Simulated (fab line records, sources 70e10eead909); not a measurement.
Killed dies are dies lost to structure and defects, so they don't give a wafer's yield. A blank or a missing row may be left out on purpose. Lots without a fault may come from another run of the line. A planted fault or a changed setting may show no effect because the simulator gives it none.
A struck lot beside a sound one | flow nand_harc | 15 steps out of a route of 1302
Sound: wafers L164.3, L164.4, L164.6. Struck: wafers L176.3, L176.4, L176.6. The cause comes at the end.
At each step with rows: each side's tool, then ch and its chambers, then its first start. Under that, the readings that differ: sound wafers | struck wafers | difference of the means | sigmas: that difference in standard deviations of wafers without a fault.
alike: readings whose means differ by less than 2 such deviations, and words and numbers that are the same on both sides. not compared: withheld readings, readings that some wafer has no value for, bounds like >300 that may hide the same value, and numbers for which the record gives no deviation and whose values overlap.
The two part at a step that has a row with sigmas, a row that says differs or no value, or rows on one side only. Numbers that don't overlap but have no deviation are shown without sigmas and don't part them. A reading that every wafer of one side lacks parts them only if that side has two wafers or more.

NHARC_A_DECK1_JOINT_ETCHBACK_00: etches the open film in HBr, target depth 30 nm, time 17.4 s.
  sound on rie_si-03 ch 0,1,2, day 11 18:25; struck on rie_si-05 ch 0,3, day 16 06:10
  alike: bias_w, drypump_motor_current_A, oes_product_au, throttle_valve_pct
  not compared: rf_hours_counter_h
then, 8 steps without rows for these wafers: NHARC_A_DECK1_JOINT_PRECLEAN_30 (cleans in SC1); NHARC_A_DECK1_JOINT_SRD_31; NHARC_A_DECK1_JOINT_CVD_34 (deposits SiNx, target thk 20 nm); NHARC_A_DECK1_JOINT_DEP_06 (deposits SiOx, target thk 80 nm); NHARC_A_DECK1_JOINT_CURE_26 (time 32 s); NHARC_A_DECK1_JOINT_ANNEAL_27 (time 3600 s); NHARC_A_DECK1_JOINT_ANNEAL_28 (time 1800 s); NHARC_A_DECK1_JOINT_ANNEAL_29 (time 1800 s).
NHARC_A_DECK1_JOINT_CMP_02: polishes SiOx.
  sound on cmp-03 ch 1,2,3, day 12 22:05; struck on cmp-02 ch 1,2,3, day 17 07:38
  alike: motor_current_A
then, 1 step without rows for these wafers: NHARC_A_DECK1_JOINT_SRD_15.
NHARC_A_DECK1_JOINT_DEP_16: deposits SiO2, target thk 45 nm.
  sound on pecvd-04 ch 0,1,2, day 12 22:26; struck on pecvd-04 ch 1,2, day 17 08:13
  alike: heater_power_w, susceptor_temp_C, throttle_valve_pct
NHARC_A_DECK1_JOINT_THK_MEAS_17: measures by ellipsometry.
  sound on film_metro-02, day 12 22:42; struck on film_metro-01, day 17 08:37
  reading     | sound          | struck         | difference | sigmas
  thk_nm (nm) | 44.6 45.0 44.7 | 50.8 46.9 49.1 | +4.2       | +3
  not compared: hold
NHARC_A_DECK1_JOINT_INSPECT_05:
  sound on defect_inspect-01, day 12 22:44; struck on defect_inspect-01, day 17 14:46
  reading | sound | struck                                                                     | difference                   | sigmas
  hold    | - - - | await_dispo/6.1h/release await_dispo/6.1h/release await_dispo/6.1h/release | no value on the sound wafers |
  alike: raw_defect_count
then, 1 step without rows for these wafers: NHARC_END_SORT_01.

WHERE THEY PART
First at NHARC_A_DECK1_JOINT_THK_MEAS_17; last, within this record, at NHARC_A_DECK1_JOINT_INSPECT_05.

WHY: what the simulator had put in
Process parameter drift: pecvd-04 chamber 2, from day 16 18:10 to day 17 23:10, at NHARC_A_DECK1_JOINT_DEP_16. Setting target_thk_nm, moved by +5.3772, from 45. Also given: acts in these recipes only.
